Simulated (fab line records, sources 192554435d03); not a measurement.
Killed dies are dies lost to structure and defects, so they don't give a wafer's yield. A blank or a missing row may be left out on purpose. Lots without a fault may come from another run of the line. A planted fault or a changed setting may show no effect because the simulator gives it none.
A struck lot beside a sound one | flow n5_finfet | 45 steps out of a route of 1938
Sound: wafers L229.1, L229.3, L229.4. Struck: wafer L235.6. (L235.4 of the same lot was not struck and is left out.) The cause comes at the end.
At each step with rows: each side's tool, then ch and its chambers, then its first start. Under that, the readings that differ: sound wafers | struck wafers | difference of the means | sigmas: that difference in standard deviations of wafers without a fault.
alike: readings whose means differ by less than 2 such deviations, and words and numbers that are the same on both sides. not compared: withheld readings, readings that some wafer has no value for, bounds like >300 that may hide the same value, and numbers for which the record gives no deviation and whose values overlap.
The two part at a step that has a row with sigmas, a row that says differs or no value, or rows on one side only. Numbers that don't overlap but have no deviation are shown without sigmas and don't part them. A reading that every wafer of one side lacks parts them only if that side has two wafers or more.

first, 11 steps without rows for these wafers: N5_BEOL_M4_DESCUM_33 (chemistry O2, time 7 s); N5_BEOL_M4_ETCH_77 (etches underlayer in N2/H2, target depth 6.5 nm, time 5.2 s); N5_BEOL_M4_ETCH_69 (etches SiARC in CF4, target depth 15.6 nm, time 26 s); N5_BEOL_M4_ALD_98 (deposits SiO2, target thk 2.5 nm, pulse time 1 s, co reactant pulse time 1 s); N5_BEOL_M4_ETCHBACK_99 (etches SiO2 in CHF3, target depth 5 nm, time 10.4 s); N5_BEOL_M4_ETCH_70 (etches SOC in N2/H2, target depth 80 nm, overetch 24 nm, time 130 s); N5_BEOL_M4_STRIP_71 (strips in N2/H2); N5_BEOL_M4_STRIP_78 (strips in N2/H2); N5_BEOL_M4_VIA_ETCH_34 (etches the open film in C4F6/O2, target depth 69.4 nm, time 65.9 s); N5_BEOL_M4_STRIP_83 (strips in C4F6/O2); N5_BEOL_M4_STRIP_36 (strips in N2/H2).
N5_BEOL_M4_TRENCH_ETCH_37: etches SiOC in C4F6/O2, target depth 55.555 nm, time 29.2 s.
  sound on rie_diel-02 ch 1,2,3, day 9 09:47; struck on rie_diel-02 ch 1, day 11 05:22
  reading                                    | sound             | struck | difference | sigmas
  model.BEOL_M4.feature_depth_nm (nm)        | 55 54.6 54.6      | 44.6   | -10.1      |
  model.etch.depth_nm (nm)                   | 55.06 54.66 54.67 | 44.63  | -10.17     |
  model.TiN_of_BEOL_M4_HM_DEP_02.thk_nm (nm) | 17.8 17.6 17.6    | 18     | +0         |
  alike: O2_flow_sccm, drypump_motor_current_A, oes_o_777_au, oes_product_au, rf_vpp_V, showerhead_plenum_p_Torr, throttle_valve_pct
  not compared: rf_hours_counter_h
then, 2 steps without rows for these wafers: N5_BEOL_M4_ETCH_41 (etches SiCN in CH3F/O2, target depth 29.9 nm, time 52.5 s); N5_BEOL_M4_STRIP_97 (strips in N2/H2, time 10 s).
N5_BEOL_M4_OCD_MEAS_38:
  sound on ocd-01, day 9 09:56; struck on ocd-01, day 11 05:32
  reading              | sound          | struck | difference | sigmas
  trench_depth_nm (nm) | 55.0 54.6 54.7 | 45.1   | -9.7       | -11
then, 25 steps without rows for these wafers: N5_BEOL_M4_HM_STRIP_39 (strips TiN in peroxide tin strip, target depth 25 nm, time 158 s); N5_BEOL_M4_SRD_40 (time 30 s); N5_BEOL_M4_PRECLEAN_42 (cleans in residue remover, time 60 s); N5_BEOL_M4_SRD_43 (time 30 s); N5_BEOL_M4_DEGAS_44 (time 60 s); N5_BEOL_M4_PRE_CLEAN_45 (time 30 s); N5_BEOL_M4_ALD_84 (deposits TaN, pulse time 2 s, purge time 3 s, co reactant purge time 2 s); N5_BEOL_M4_SURFACE_TREAT_85; N5_BEOL_M4_CVD_47 (deposits Co from CCTBA/H2, target thk 3 nm, time 223.8 s); N5_BEOL_M4_SPUTTER_48 (material Cu, target thk 4.5 nm, time 8.29 s); N5_BEOL_M4_ANNEAL_49 (time 240 s); N5_BEOL_M4_SPUTTER_79 (material Cu, target thk 4.5 nm, time 8.29 s); N5_BEOL_M4_ANNEAL_80 (time 240 s); N5_BEOL_M4_SPUTTER_81 (material Cu, target thk 4.5 nm, time 8.29 s); N5_BEOL_M4_ANNEAL_82 (time 240 s); N5_BEOL_M4_SPUTTER_86 (material Cu, target thk 4.5 nm, time 8.29 s); N5_BEOL_M4_ANNEAL_87 (time 240 s); N5_BEOL_M4_SPUTTER_88 (material Cu, target thk 4.5 nm, time 8.29 s); N5_BEOL_M4_ANNEAL_89 (time 240 s); N5_BEOL_M4_SPUTTER_90 (material Cu, target thk 4.5 nm, time 8.29 s); N5_BEOL_M4_ANNEAL_91 (time 240 s); N5_BEOL_M4_SPUTTER_92 (material Cu, target thk 4.5 nm, time 8.29 s); N5_BEOL_M4_ANNEAL_93 (time 240 s); N5_BEOL_M4_SPUTTER_94 (material Cu, target thk 4.5 nm, time 8.29 s); N5_BEOL_M4_ANNEAL_95 (time 240 s).
N5_BEOL_M4_CMP_52: polishes, stops on SiOC, t overpolish 6.8 s, target thk 40 nm.
  sound on cmp-02 ch 1,2,3, day 9 17:34; struck on cmp-04 ch 3, day 11 10:17
  reading                                | sound        | struck | difference | sigmas
  model.Cu_of_BEOL_M4_ECD_50.thk_nm (nm) | 39.4 37 37.4 | 28.6   | -9.3       |
  alike: barrier_field_endpoint_s, head_pressure_psi, motor_current_A, overpolish_run_s, time_to_endpoint_s
N5_BEOL_M4_THK_MEAS_53: measures by xrf.
  sound on film_metro-01, day 9 17:52; struck on film_metro-01, day 11 10:28
  reading     | sound          | struck | difference | sigmas
  M4_THK (nm) | 40.4 37.8 38.3 | 29.4   | -9.4       | -6
N5_BEOL_M4_RS_MEAS_58: measures by four-point-probe.
  sound on film_metro-01, day 9 18:08; struck on film_metro-02, day 11 10:43
  reading        | sound          | struck | difference | sigmas
  M4_RS (ohm/sq) | 0.68 0.74 0.72 | 1.04   | +0.33      | +9
N5_BEOL_M4_RC_MEAS_101:
  sound on prober-01 ch 0, day 9 18:11; struck on prober-01 ch 0, day 11 11:14
  reading                   | sound       | struck | difference | sigmas
  ION_N (uA/um)             | 644 656 660 | 687    | +34        | +3
  ION_P (uA/um)             | 443 450 444 | 476    | +30        | +4
  SERP_M4 (ohm/um)          | 208 257 223 | 291    | +62        | +4
  SERP_M4_max_site (ohm/um) | 215 271 236 | 307    | +66        | +3
  alike: DIBL_N, DIBL_P, IOFF_N, IOFF_P, SS_N, SS_P, VT_N, VT_P
-- the record jumps here: 4 days lie between the struck wafers' starts before and after (it left off in module BEOL_M4 and takes up again in module PASSIVATION, whose first step shown is number 1936 of the route) --
N5_PASSIVATION_PROBE_49:
  sound on prober-01, day 13 18:43; struck on prober-01, day 15 21:19
  reading                  | sound          | struck | difference | sigmas
  defect_limited_yield (%) | 88.3 89.7 88.6 | 92.7   | +3.8       | +3
  killed_dies              | 138 121 135    | 86     | -45        | -3
  killed_open              | 109 79 95      | 50     | -44        | -3
  sort_bin_5_function (%)  | 6.3 6.0 6.5    | 4.3    | -2.0       | -2
  sort_bin_6_memory (%)    | 5.3 3.9 4.6    | 2.7    | -1.9       | -3
  sort_n_pass              | 1042 1059 1045 | 1094   | +45        | +3
  alike: killed_at_M0_to_M3, killed_at_M4_up, killed_at_contacts, killed_at_front_end, killed_at_other, killed_on_rim, killed_short, sort_bin_8_speed

WHERE THEY PART
First at N5_BEOL_M4_OCD_MEAS_38; last, within this record, at N5_PASSIVATION_PROBE_49.

WHY: what the simulator had put in
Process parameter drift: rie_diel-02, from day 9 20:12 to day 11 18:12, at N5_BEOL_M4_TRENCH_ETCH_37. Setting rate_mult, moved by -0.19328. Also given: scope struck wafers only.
